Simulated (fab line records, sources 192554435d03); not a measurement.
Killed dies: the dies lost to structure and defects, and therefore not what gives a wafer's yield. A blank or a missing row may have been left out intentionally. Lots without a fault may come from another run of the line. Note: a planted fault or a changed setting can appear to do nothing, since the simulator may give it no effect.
fab line records	flow n5_finfet
record: lots: 24	wafers: 72	last_day: 19
route steps=1938 shown BEOL_M7@1285 BEOL_M8@1333
lots that met no fault: from a run of the same line without faults
start_h: hours from the record's opening day to when the first of the lot's shown wafers began	wait_h: hours from the lot's prior step to this one	" same as the row above	L1.1+2: a row that stands for several wafers	- value missing, or start not given	* or withheld: withheld	< > ~ a bound
route shown NAME@n: names a module that has steps shown in the file, with the first one's number in the route	usual: the fault-free wafers' mean and standard deviation	same: alike in all rows	chamber/n: place in a boat	sites: readings site by site	_std_site: standard deviation of those values	_edge_site: outer sites' mean less inner sites'	radius_mm: how far each site lies from the wafer's centre	mask NAME#n: copy n	behind: tool/chamber where the wafer was last shaped	hold: why the lot went on hold/how many hours it stayed there/how the hold came to an end	device: the n, p or np transistor that did not switch	end of line: the same wafers' tests at the end of the route	where a step has no rows: the recipe by itself	killed: dies lost to structure and defects at the first sort, not the wafer's yield	map: a wafer's dies, marking killed ones x, the rest . and places with no die _
set.NAME: the run value of the setting; set.NAME@STEP: its run value at that earlier step	model.NAME: the simulator's own value behind a step, which no gauge read
route steps across a sampled set of lots; one table per step, one row per wafer
services: the hour from which a tool's chamber was out of use, counted from the record's first day as start_h (under 0 if before that day), plus the number of hours and why
== steps ==
step: N5_BEOL_M7_STRIP_19
recipe: chemistry: O2	power_w: 400	temp_c: 40	pressure_mtorr: 30	rf_frequency_hz: 6e+07	bias_power_w: 0	overash_fraction: 0.2	o2_flow_sccm: 225
usual: drypump_motor_current_A: 5.8/0.3	oes_product_au: 0.77/0.071	rf_vpp_V: 3.7/0.58	showerhead_plenum_p_Torr: 2.06/0.081	throttle_valve_pct: 16.69/0.13
lot.wafer	tool	chamber	start_h	wait_h	drypump_motor_current_A	oes_product_au	rf_hours_counter_h	rf_vpp_V	showerhead_plenum_p_Torr	throttle_valve_pct
L074.2	rie_diel-03	0	203.63	0.1	6.4	0.89	16	4.2	2.07	16.59
L074.3	"	2	"	"	6.0	0.69	208	3.6	1.99	16.67
L074.5	"	2	"	"	6.0	0.69	-	4.7	1.99	16.65
L075.3	rie_diel-03	2	209.12	0.1	6.0	0.69	210	3.5	1.99	16.66
L075.4	"	0	"	"	6.4	0.89	-	3.8	2.07	16.58
L075.6	"	1	"	"	6.0	0.76	-	3.5	2.08	16.60
L076.1	rie_diel-05	0	217.28	0.3	5.5	0.92	28	3.9	2.11	16.73
L076.2	"	2	"	"	5.3	0.72	204	3.1	2.05	16.64
L076.6	"	3	"	"	5.9	0.80	-	4.4	2.13	16.86
L077.3	rie_diel-03	1	220.48	0.2	6.0	0.75	154	3.7	2.08	16.61
L077.4	"	3	"	"	5.7	0.75	180	3.5	1.99	16.89
L077.5	"	2	"	"	6.0	0.68	-	3.5	1.99	16.68
L078.1	rie_diel-03	0	220.57	0.1	6.4	0.86	23	3.5	2.07	16.60
L078.2	"	3	"	"	5.7	0.75	180	2.7	1.99	16.89
L078.4	"	1	"	"	5.9	0.75	154	3.2	2.08	16.62
L081.1	rie_diel-03	2	237.49	0.2	6.1	0.68	220	4.4	1.98	16.69
L081.4	"	3	"	"	5.7	0.75	186	3.3	1.99	16.87
L081.6	"	3	"	"	5.7	0.75	-	4.5	1.99	16.88
L080.1	rie_diel-06	3	237.94	0.1	5.9	0.77	151	3.8	1.99	16.55
L080.2	"	0	"	"	5.6	0.84	54	3.2	2.04	16.41
L080.6	"	3	"	"	5.9	0.77	-	3.8	1.99	16.53
L079.1	rie_diel-05	0	240.70	0.2	5.5	0.93	34	3.8	2.11	16.74
L079.3	"	3	"	"	6.0	0.80	86	4.4	2.13	16.87
L079.6	"	3	"	"	6.0	0.81	-	3.5	2.13	16.85
L083.2	rie_diel-03	1	251.67	0.3	5.9	0.73	163	3.3	2.08	16.63
L083.3	"	2	"	"	6.0	0.67	224	3.7	1.98	16.68
L083.4	"	3	"	"	5.7	0.75	190	3.6	1.99	16.88
L082.2	rie_diel-05	0	256.78	0.1	5.5	0.91	37	4.1	2.11	16.75
L082.4	"	1	"	"	5.8	0.72	182	3.9	2.18	16.70
L082.5	"	0	"	"	5.5	0.90	-	3.7	2.11	16.74
L084.4	rie_diel-03	0	269.50	0.1	6.4	0.84	38	3.0	2.06	16.61
L084.5	"	2	"	"	6.1	0.67	-	4.2	1.98	16.70
L084.6	"	1	"	"	6.0	0.73	-	3.1	2.07	16.66
L086.1	rie_diel-03	1	269.67	0.1	6.0	0.73	169	3.8	2.07	16.63
L086.3	"	0	"	"	6.4	0.85	38	4.3	2.06	16.62
L086.5	"	0	"	"	6.4	0.85	-	3.7	2.06	16.60
L085.3	rie_diel-06	1	274.37	0.2	5.6	0.73	198	3.0	2.02	16.83
L085.4	"	2	"	"	5.4	0.91	17	2.8	2.26	16.64
L085.5	"	0	"	"	5.6	0.81	-	3.1	2.04	16.43
L087.3	rie_diel-05	1	283.13	0.1	5.8	0.72	191	4.2	2.17	16.71
L087.4	"	3	"	"	6.0	0.79	96	3.1	2.12	16.88
L087.6	"	3	"	"	6.0	0.80	-	2.8	2.13	16.88
L088.1	rie_diel-06	0	290.90	0.2	5.6	0.81	72	4.3	2.04	16.46
L088.3	"	3	"	"	5.9	0.74	167	3.3	1.99	16.58
L088.4	"	1	"	"	5.6	0.71	203	3.7	2.02	16.84
L089.1	rie_diel-03	1	291.19	0.2	6.0	0.73	176	4.3	2.07	16.66
L089.2	"	3	"	"	5.7	0.74	203	3.3	1.99	16.91
L089.6	"	3	"	"	5.7	0.75	-	3.0	1.99	16.90
L090.1	rie_diel-06	3	294.41	0.3	5.9	0.75	169	2.6	1.99	16.58
L090.2	"	2	"	"	5.3	0.89	23	3.3	2.26	16.64
L090.4	"	0	"	"	5.6	0.81	73	3.6	2.04	16.44
L091.4	rie_diel-06	2	311.35	0.2	5.3	0.89	28	3.4	2.26	16.65
L091.5	"	3	"	"	5.9	0.75	-	3.6	1.99	16.59
L091.6	"	2	"	"	5.3	0.88	-	3.4	2.26	16.65
L093.1	rie_diel-06	0	315.26	0.2	5.6	0.81	79	3.0	2.03	16.45
L093.2	"	1	"	"	5.6	0.71	211	4.5	2.01	16.87
L093.5	"	0	"	"	5.6	0.81	-	3.6	2.03	16.47
L092.1	rie_diel-06	0	319.50	0.2	5.6	0.81	80	4.3	2.03	16.48
L092.3	"	1	"	"	5.6	0.72	212	4.3	2.01	16.86
L092.4	"	3	"	"	5.9	0.74	176	4.4	1.99	16.60
L095.4	rie_diel-06	1	334.59	0.1	5.6	0.71	215	3.8	2.01	16.88
L095.5	"	3	"	"	5.8	0.74	-	3.5	1.98	16.61
L095.6	"	2	"	"	5.3	0.86	-	3.9	2.25	16.67
L094.1	rie_diel-06	2	338.91	0.1	5.4	0.88	37	3.6	2.25	16.67
L094.3	"	3	"	"	5.9	0.73	182	3.4	1.98	16.61
L094.5	"	0	"	"	5.6	0.80	-	3.2	2.03	16.45
L097.2	rie_diel-05	0	348.53	0.2	5.5	0.87	63	4.1	2.10	16.80
L097.3	"	1	"	"	5.7	0.69	209	4.3	2.17	16.78
L097.5	"	1	"	"	5.8	0.70	-	3.2	2.17	16.76
L096.3	rie_diel-05	1	348.73	0.1	5.8	0.70	209	3.8	2.17	16.77
L096.5	"	3	"	"	6.0	0.76	-	3.0	2.12	16.92
L096.6	"	2	"	"	5.3	0.70	-	2.6	2.04	16.72
step: N5_BEOL_M7_ETCH_41
recipe: chemistry: CH3F/O2	target: SiCN	target_depth_a: 319	taper_deg: 2	time_s: 57.8	ion_energy_ev: 120	mask_material: TiN	pressure_mtorr: 30	source_w: 395	bias_w: 75	Ar_flow_sccm: 150	CH3F_flow_sccm: 30	O2_flow_sccm: 20
usual: drypump_motor_current_A: 5.72/0.29	oes_product_au: 0.79/0.08	rf_vpp_V: 296.9/1.8	showerhead_plenum_p_Torr: 1.98/0.086	throttle_valve_pct: 16.33/0.18
lot.wafer	tool	chamber	start_h	wait_h	drypump_motor_current_A	oes_product_au	rf_hours_counter_h	rf_vpp_V	showerhead_plenum_p_Torr	throttle_valve_pct
L074.2	rie_diel-03	1	-	-	5.97	0.77	148	297.4	1.99	16.28
L074.3	"	2	"	"	6.08	0.70	209	294.3	1.92	16.44
L074.5	"	1	"	"	5.95	0.77	-	296.9	1.99	16.28
L075.3	rie_diel-05	1	-	-	5.78	0.75	169	299.5	2.06	16.23
L075.4	"	2	"	"	5.32	0.71	202	296.6	2.01	16.59
L075.6	"	0	"	"	5.50	0.95	-	298.2	2.03	16.48
L076.1	rie_diel-05	3	-	-	5.97	0.80	80	296.8	2.04	16.53
L076.2	"	0	"	"	5.48	0.92	28	299.8	2.03	16.49
L076.6	"	0	"	"	5.49	0.93	-	296.4	2.03	16.47
L077.3	rie_diel-05	2	-	-	5.32	0.70	207	296.2	2.01	16.60
L077.4	"	0	"	"	5.50	0.93	30	299.0	2.03	16.48
L077.5	"	0	"	"	5.47	0.92	-	299.0	2.03	16.50
L078.1	rie_diel-05	3	-	-	5.94	0.81	81	296.5	2.04	16.54
L078.2	"	2	"	"	5.33	0.70	207	296.8	2.01	16.61
L078.4	"	1	"	"	5.79	0.74	175	298.5	2.06	16.23
L081.1	rie_diel-05	0	-	-	5.51	0.91	34	297.5	2.03	16.51
L081.4	"	2	"	"	5.31	0.70	211	296.6	2.01	16.61
L081.6	"	1	"	"	5.75	0.74	-	299.5	2.06	16.22
L080.1	rie_diel-06	3	-	-	5.89	0.77	152	294.1	1.90	16.18
L080.2	"	1	"	"	5.63	0.74	185	295.5	1.88	16.20
L080.6	"	3	"	"	5.88	0.78	-	295.3	1.90	16.19
L079.1	rie_diel-03	1	-	-	5.98	0.76	160	296.4	1.99	16.32
L079.3	"	0	"	"	6.41	0.88	29	295.4	1.94	16.09
L079.6	"	3	"	"	5.69	0.74	-	294.4	1.90	16.53
L083.2	rie_diel-06	1	-	-	5.65	0.73	190	295.4	1.88	16.22
L083.3	"	2	"	"	5.34	0.95	10	299.6	2.15	16.22
L083.4	"	3	"	"	5.89	0.77	156	294.6	1.90	16.18
L082.2	rie_diel-03	2	-	-	6.01	0.68	228	293.9	1.91	16.48
L082.4	"	3	"	"	5.69	0.74	194	294.6	1.90	16.56
L082.5	"	3	"	"	5.70	0.74	-	295.5	1.90	16.55
L086.1	rie_diel-06	2	-	-	5.32	0.94	16	299.3	2.15	16.23
L086.3	"	0	"	"	5.55	0.84	66	296.2	1.93	15.99
L086.5	"	2	"	"	5.34	0.92	-	300.4	2.15	16.20
L084.4	rie_diel-06	3	-	-	5.86	0.76	163	294.5	1.89	16.20
L084.5	"	1	"	"	5.66	0.74	-	295.2	1.88	16.23
L084.6	"	2	"	"	5.33	0.93	-	300.0	2.15	16.23
L085.3	rie_diel-05	1	-	-	5.78	0.73	189	298.8	2.05	16.27
L085.4	"	2	"	"	5.32	0.69	221	297.2	2.00	16.63
L085.5	"	3	"	"	5.93	0.79	-	298.1	2.04	16.58
L087.3	rie_diel-06	3	-	-	5.89	0.76	166	295.2	1.89	16.21
L087.4	"	1	"	"	5.65	0.72	201	293.9	1.88	16.23
L087.6	"	2	"	"	5.33	0.92	-	299.5	2.15	16.23
L088.1	rie_diel-05	2	-	-	5.32	0.69	226	295.7	2.00	16.66
L088.3	"	1	"	"	5.78	0.74	194	298.7	2.05	16.27
L088.4	"	3	"	"	5.97	0.79	99	294.8	2.03	16.59
L089.1	rie_diel-03	3	-	-	5.69	0.74	204	294.2	1.90	16.56
L089.2	"	1	"	"	5.96	0.74	177	297.4	1.98	16.35
L089.6	"	0	"	"	6.41	0.85	-	295.5	1.94	16.12
L090.1	rie_diel-05	0	-	-	5.52	0.90	48	299.8	2.03	16.52
L090.2	"	3	"	"	5.96	0.79	100	297.8	2.03	16.59
L090.4	"	1	"	"	5.78	0.72	194	298.4	2.05	16.28
L091.4	rie_diel-06	0	-	-	5.55	0.82	78	295.8	1.93	16.04
L091.5	"	2	"	"	5.34	0.90	-	299.1	2.14	16.25
L091.6	"	1	"	"	5.67	0.71	-	295.6	1.88	16.26
L093.1	rie_diel-06	2	-	-	5.33	0.90	30	298.8	2.14	16.25
L093.2	"	3	"	"	5.89	0.74	175	294.8	1.89	16.23
L093.5	"	2	"	"	5.35	0.90	-	298.9	2.14	16.26
L092.1	rie_diel-06	3	-	-	5.86	0.75	177	295.2	1.89	16.25
L092.3	"	2	"	"	5.35	0.90	31	299.7	2.14	16.23
L092.4	"	0	"	"	5.54	0.81	81	296.0	1.92	16.02
L095.4	rie_diel-06	1	-	-	5.65	0.72	216	295.7	1.87	16.28
L095.5	"	1	"	"	5.64	0.72	-	294.2	1.87	16.27
L095.6	"	2	"	"	5.35	0.90	-	300.4	2.14	16.26
L094.1	rie_diel-03	0	-	-	6.42	0.82	62	295.6	1.93	16.13
L094.3	"	3	"	"	5.70	0.72	220	295.8	1.89	16.59
L094.5	"	3	"	"	5.69	0.72	-	295.0	1.89	16.61
L097.2	rie_diel-03	1	-	-	5.94	0.72	195	297.1	1.98	16.35
L097.3	"	3	"	"	5.68	0.72	223	294.1	1.89	16.60
L097.5	"	3	"	"	5.70	0.71	-	294.6	1.89	16.61
L096.3	rie_diel-06	3	-	-	5.89	0.75	185	296.6	1.89	16.25
L096.5	"	3	"	"	5.90	0.75	-	295.3	1.89	16.26
L096.6	"	0	"	"	5.56	0.80	-	297.2	1.92	16.03
step: N5_BEOL_M7_DEGAS_44
recipe: ambient: vacuum	temp_c: 250	time_s: 60
usual: heater_power_w: 331/35
lot.wafer	tool	chamber	start_h	wait_h	heater_power_w
L074.2	pvd_sputter-03	-	208.75	0.3	261
L074.3	"	-	"	"	342
L074.5	"	-	"	"	330
L075.3	pvd_sputter-02	-	212.29	0.3	347
L075.4	"	-	"	"	322
L075.6	"	-	"	"	390
L076.1	pvd_sputter-02	-	219.44	0.5	403
L076.2	"	-	"	"	339
L076.6	"	-	"	"	396
L077.3	pvd_sputter-03	-	223.80	0.8	330
L077.4	"	-	"	"	341
L077.5	"	-	"	"	292
L078.1	pvd_sputter-03	-	224.26	0.9	290
L078.2	"	-	"	"	323
L078.4	"	-	"	"	265
L081.1	pvd_sputter-02	-	240.39	0.7	392
L081.4	"	-	"	"	363
L081.6	"	-	"	"	369
L080.1	pvd_sputter-02	-	240.52	0.4	327
L080.2	"	-	"	"	386
L080.6	"	-	"	"	380
L079.1	pvd_sputter-01	-	242.59	0.6	361
L079.3	"	-	"	"	305
L079.6	"	-	"	"	298
L083.2	pvd_sputter-01	-	255.47	1.8	298
L083.3	"	-	"	"	363
L083.4	"	-	"	"	303
L082.2	pvd_sputter-03	-	262.18	0.2	336
L082.4	"	-	"	"	271
L082.5	"	-	"	"	258
L086.1	pvd_sputter-03	-	272.60	0.4	335
L086.3	"	-	"	"	302
L086.5	"	-	"	"	343
L084.4	pvd_sputter-03	-	272.82	0.2	334
L084.5	"	-	"	"	326
L084.6	"	-	"	"	345
L085.3	pvd_sputter-03	-	276.51	0.3	327
L085.4	"	-	"	"	341
L085.5	"	-	"	"	263
L087.3	pvd_sputter-02	-	285.25	0.6	391
L087.4	"	-	"	"	315
L087.6	"	-	"	"	309
L088.1	pvd_sputter-03	-	293.79	0.3	265
L088.3	"	-	"	"	300
L088.4	"	-	"	"	347
L089.1	pvd_sputter-02	-	294.34	0.5	366
L089.2	"	-	"	"	338
L089.6	"	-	"	"	327
L090.1	pvd_sputter-01	-	297.84	2.1	345
L090.2	"	-	"	"	352
L090.4	"	-	"	"	301
L091.4	pvd_sputter-02	-	314.44	0.1	362
L091.5	"	-	"	"	387
L091.6	"	-	"	"	354
L093.1	pvd_sputter-02	-	318.14	1.0	394
L093.2	"	-	"	"	344
L093.5	"	-	"	"	357
L092.1	pvd_sputter-01	-	323.82	1.2	292
L092.3	"	-	"	"	338
L092.4	"	-	"	"	296
L095.4	pvd_sputter-03	-	340.63	1.0	345
L095.5	"	-	"	"	298
L095.6	"	-	"	"	326
L094.1	pvd_sputter-02	-	342.09	0.7	397
L094.3	"	-	"	"	337
L094.5	"	-	"	"	360
L097.2	pvd_sputter-02	-	351.29	0.2	333
L097.3	"	-	"	"	362
L097.5	"	-	"	"	397
L096.3	pvd_sputter-01	-	351.67	0.4	328
L096.5	"	-	"	"	358
L096.6	"	-	"	"	303
step: N5_BEOL_M7_INSPECT_58
recipe: inspect_instrument: darkfield	mode: post_dep
usual: raw_defect_count: 70/20
lot.wafer	tool	chamber	start_h	wait_h	raw_defect_count
L074.2	defect_inspect-01	-	210.66	0.0	74
L074.3	"	-	"	"	103
L074.5	"	-	"	"	81
L075.3	defect_inspect-01	-	214.32	0.0	33
L075.4	"	-	"	"	47
L075.6	"	-	"	"	66
L076.1	defect_inspect-02	-	221.48	0.0	81
L076.2	"	-	"	"	82
L076.6	"	-	"	"	41
L077.3	defect_inspect-02	-	226.07	0.0	60
L077.4	"	-	"	"	65
L077.5	"	-	"	"	69
L078.1	defect_inspect-02	-	226.37	0.0	50
L078.2	"	-	"	"	89
L078.4	"	-	"	"	76
L081.1	defect_inspect-01	-	242.70	0.0	50
L081.4	"	-	"	"	91
L081.6	"	-	"	"	83
L080.1	defect_inspect-02	-	242.75	0.0	70
L080.2	"	-	"	"	48
L080.6	"	-	"	"	52
L079.1	defect_inspect-01	-	244.38	0.0	70
L079.3	"	-	"	"	96
L079.6	"	-	"	"	93
L083.2	defect_inspect-02	-	257.30	0.0	52
L083.3	"	-	"	"	60
L083.4	"	-	"	"	83
L082.2	defect_inspect-02	-	264.56	0.0	48
L082.4	"	-	"	"	46
L082.5	"	-	"	"	68
L086.1	defect_inspect-01	-	274.52	0.0	68
L086.3	"	-	"	"	95
L086.5	"	-	"	"	94
L084.4	defect_inspect-02	-	274.64	0.0	64
L084.5	"	-	"	"	86
L084.6	"	-	"	"	48
L085.3	defect_inspect-01	-	280.32	0.0	74
L085.4	"	-	"	"	48
L085.5	"	-	"	"	75
L087.3	defect_inspect-02	-	287.33	0.0	77
L087.4	"	-	"	"	47
L087.6	"	-	"	"	60
L088.1	defect_inspect-01	-	295.53	0.0	77
L088.3	"	-	"	"	44
L088.4	"	-	"	"	57
L089.1	defect_inspect-01	-	296.64	0.0	104
L089.2	"	-	"	"	72
L089.6	"	-	"	"	52
L090.1	defect_inspect-01	-	299.44	0.0	83
L090.2	"	-	"	"	53
L090.4	"	-	"	"	73
L091.4	defect_inspect-02	-	318.24	0.0	101
L091.5	"	-	"	"	62
L091.6	"	-	"	"	58
L093.1	defect_inspect-02	-	321.78	0.0	105
L093.2	"	-	"	"	65
L093.5	"	-	"	"	76
L092.1	defect_inspect-02	-	327.12	0.0	90
L092.3	"	-	"	"	85
L092.4	"	-	"	"	67
L095.4	defect_inspect-02	-	343.27	0.0	54
L095.5	"	-	"	"	47
L095.6	"	-	"	"	70
L094.1	defect_inspect-02	-	344.34	0.0	45
L094.3	"	-	"	"	69
L094.5	"	-	"	"	71
L097.2	defect_inspect-01	-	356.34	0.0	58
L097.3	"	-	"	"	33
L097.5	"	-	"	"	35
L096.3	defect_inspect-01	-	357.56	0.0	74
L096.5	"	-	"	"	110
L096.6	"	-	"	"	82
step: N5_BEOL_M8_CURE_74
recipe: temp_c: 385	time_s: 240	ambient: He/Ar	material: SiCOH_lowk
usual: lamp_power_pct: 52.31/0.057	wafer_temp_C_max: 386.7/0.62
lot.wafer	tool	chamber	start_h	wait_h	lamp_power_pct	wafer_temp_C_max
L074.2	uv_cure-03	0	210.84	0.1	52.32	386.8
L074.3	"	0	"	"	52.26	386.7
L074.5	"	0	"	"	52.33	386.8
L075.3	uv_cure-03	2	214.61	0.2	52.46	388.5
L075.4	"	2	"	"	52.41	389.3
L075.6	"	2	"	"	52.24	388.3
L076.1	uv_cure-03	1	221.60	0.1	52.39	386.6
L076.2	"	1	"	"	52.20	386.2
L076.6	"	1	"	"	52.20	386.2
L078.1	uv_cure-01	2	226.47	0.0	52.35	387.0
L078.2	"	2	"	"	52.34	386.8
L078.4	"	2	"	"	52.27	386.3
L077.3	uv_cure-02	1	226.57	0.4	52.37	386.8
L077.4	"	1	"	"	52.35	387.0
L077.5	"	1	"	"	52.36	387.6
L081.1	uv_cure-03	0	242.80	0.0	52.37	386.6
L081.4	"	0	"	"	52.20	386.4
L081.6	"	0	"	"	52.35	386.5
L080.1	uv_cure-02	1	242.85	0.0	52.29	386.9
L080.2	"	1	"	"	52.31	387.0
L080.6	"	1	"	"	52.23	387.2
L079.1	uv_cure-01	2	244.48	0.0	52.35	386.7
L079.3	"	2	"	"	52.41	387.0
L079.6	"	2	"	"	52.37	386.8
L083.2	uv_cure-02	0	257.48	0.1	52.34	387.3
L083.3	"	0	"	"	52.30	386.1
L083.4	"	0	"	"	52.21	386.7
L082.2	uv_cure-03	1	264.74	0.1	52.31	386.1
L082.4	"	1	"	"	52.23	386.5
L082.5	"	1	"	"	52.34	386.1
L086.1	uv_cure-03	0	274.62	0.0	52.34	386.2
L086.3	"	0	"	"	52.29	386.3
L086.5	"	0	"	"	52.39	386.7
L084.4	uv_cure-01	0	274.97	0.3	52.34	386.3
L084.5	"	0	"	"	52.34	386.0
L084.6	"	0	"	"	52.35	386.1
L085.3	uv_cure-01	2	280.58	0.2	52.27	387.1
L085.4	"	2	"	"	52.31	387.2
L085.5	"	2	"	"	52.35	386.6
L087.3	uv_cure-02	0	287.66	0.3	52.24	386.1
L087.4	"	0	"	"	52.26	386.2
L087.6	"	0	"	"	52.22	386.0
L088.1	uv_cure-03	0	295.63	0.0	52.36	386.9
L088.3	"	0	"	"	52.31	386.9
L088.4	"	0	"	"	52.32	386.4
L089.1	uv_cure-01	2	296.74	0.0	52.25	386.8
L089.2	"	2	"	"	52.26	386.9
L089.6	"	2	"	"	52.36	386.9
L090.1	uv_cure-03	0	299.54	0.0	52.29	386.1
L090.2	"	0	"	"	52.35	386.8
L090.4	"	0	"	"	52.30	385.9
L091.4	uv_cure-01	0	318.82	0.5	52.30	386.2
L091.5	"	0	"	"	52.30	386.1
L091.6	"	0	"	"	52.43	386.6
L093.1	uv_cure-01	2	321.88	0.0	52.25	386.6
L093.2	"	2	"	"	52.25	386.7
L093.5	"	2	"	"	52.38	386.9
L092.1	uv_cure-01	1	327.43	0.2	52.41	387.2
L092.3	"	1	"	"	52.23	387.8
L092.4	"	1	"	"	52.34	386.7
L095.4	uv_cure-02	0	343.90	0.6	52.45	386.3
L095.5	"	0	"	"	52.35	386.1
L095.6	"	0	"	"	52.25	386.2
L094.1	uv_cure-01	1	344.44	0.0	52.34	387.8
L094.3	"	1	"	"	52.33	386.7
L094.5	"	1	"	"	52.34	387.1
L097.2	uv_cure-03	2	356.60	0.2	52.35	387.7
L097.3	"	2	"	"	52.28	388.1
L097.5	"	2	"	"	52.33	387.2
L096.3	uv_cure-02	0	357.82	0.2	52.21	386.4
L096.5	"	0	"	"	52.21	386.4
L096.6	"	0	"	"	52.30	386.4
step: N5_BEOL_M8_CD_MEAS_11
recipe: target_cd_nm: 38.5	landing_energy_ev: 500	detector: se_inlens	polarity: opening
usual: cd_nm: 37.9/0.71
lot.wafer	tool	chamber	start_h	wait_h	cd_nm
L074.2	cd_sem-03	0	212.69	-	37.8
L074.3	"	0	"	"	37.7
L074.5	"	0	"	"	38.1
L075.3	cd_sem-01	0	216.21	-	38.1
L075.4	"	0	"	"	37.3
L075.6	"	0	"	"	38.2
L076.1	cd_sem-02	0	223.73	-	37.3
L076.2	"	0	"	"	37.6
L076.6	"	0	"	"	37.7
L078.1	cd_sem-02	0	227.98	-	39.7
L078.2	"	0	"	"	40.1
L078.4	"	0	"	"	39.0
L077.3	cd_sem-03	0	228.36	-	38.5
L077.4	"	0	"	"	37.6
L077.5	"	0	"	"	37.3
L081.1	cd_sem-03	0	247.23	-	37.0
L081.4	"	0	"	"	37.2
L081.6	"	0	"	"	37.1
L080.1	cd_sem-03	0	247.39	-	37.9
L080.2	"	0	"	"	38.6
L080.6	"	0	"	"	38.2
L079.1	cd_sem-02	0	247.57	-	39.4
L079.3	"	0	"	"	39.4
L079.6	"	0	"	"	37.9
L083.2	cd_sem-02	0	261.36	-	38.5
L083.3	"	0	"	"	38.6
L083.4	"	0	"	"	37.8
L082.2	cd_sem-01	0	266.16	-	37.1
L082.4	"	0	"	"	37.8
L082.5	"	0	"	"	36.8
L086.1	cd_sem-01	0	275.94	-	38.3
L086.3	"	0	"	"	37.6
L086.5	"	0	"	"	37.0
L084.4	cd_sem-03	0	276.04	-	37.4
L084.5	"	0	"	"	37.5
L084.6	"	0	"	"	37.5
L085.3	cd_sem-01	0	281.91	-	36.6
L085.4	"	0	"	"	37.3
L085.5	"	0	"	"	36.7
L087.3	cd_sem-03	0	289.89	-	37.2
L087.4	"	0	"	"	37.0
L087.6	"	0	"	"	37.5
L088.1	cd_sem-01	0	298.58	-	37.8
L088.3	"	0	"	"	37.0
L088.4	"	0	"	"	38.1
L089.1	cd_sem-01	0	298.62	-	40.0
L089.2	"	0	"	"	38.4
L089.6	"	0	"	"	38.4
L090.1	cd_sem-01	0	304.15	-	38.2
L090.2	"	0	"	"	38.1
L090.4	"	0	"	"	38.6
L091.4	cd_sem-03	0	320.16	-	37.7
L091.5	"	0	"	"	38.6
L091.6	"	0	"	"	37.7
L093.1	cd_sem-02	0	324.56	-	37.6
L093.2	"	0	"	"	37.2
L093.5	"	0	"	"	37.1
L092.1	cd_sem-02	0	330.98	-	37.9
L092.3	"	0	"	"	37.6
L092.4	"	0	"	"	37.5
L095.4	cd_sem-01	0	347.75	-	37.6
L095.5	"	0	"	"	38.2
L095.6	"	0	"	"	37.8
L094.1	cd_sem-01	0	347.91	-	37.3
L094.3	"	0	"	"	36.3
L094.5	"	0	"	"	37.1
L097.2	cd_sem-02	0	359.45	-	37.9
L097.3	"	0	"	"	38.0
L097.5	"	0	"	"	38.9
L096.3	cd_sem-01	0	359.57	-	38.2
L096.5	"	0	"	"	38.2
L096.6	"	0	"	"	38.4
== services ==
tool	chamber	start_h	hours	kind
rie_diel-06	2	182.28	6.3	repair
rie_diel-06	2	188.79	-	clean
rie_diel-06	2	188.79	-	consumable_replace:focus_ring
rie_diel-06	2	188.79	-	consumable_replace:showerhead
rie_diel-06	2	188.79	20.9	scheduled_down
rie_diel-06	2	188.79	20.9	vent_cycle
uv_cure-01	-	194.94	3.2	repair
uv_cure-01	-	198.79	2.1	pm
rie_diel-03	3	204.13	13.8	repair
uv_cure-01	-	209.79	1.4	repair
rie_diel-06	-	216.83	4.3	pm
rie_diel-05	3	228.51	2.4	repair
uv_cure-03	-	232.20	1.1	repair
rie_diel-06	2	235.86	5.7	repair
rie_diel-05	-	249.68	4.3	pm
rie_diel-05	-	290.91	0.9	repair
uv_cure-02	-	302.94	4.1	repair
uv_cure-02	-	309.14	21.6	repair
uv_cure-01	-	310.23	3.4	pm
rie_diel-03	2	334.67	-	clean
rie_diel-03	2	334.67	-	consumable_replace:focus_ring
rie_diel-03	2	334.67	-	consumable_replace:showerhead
rie_diel-03	2	334.67	20.1	scheduled_down
rie_diel-05	1	356.64	3.1	repair
== key ==
fault none
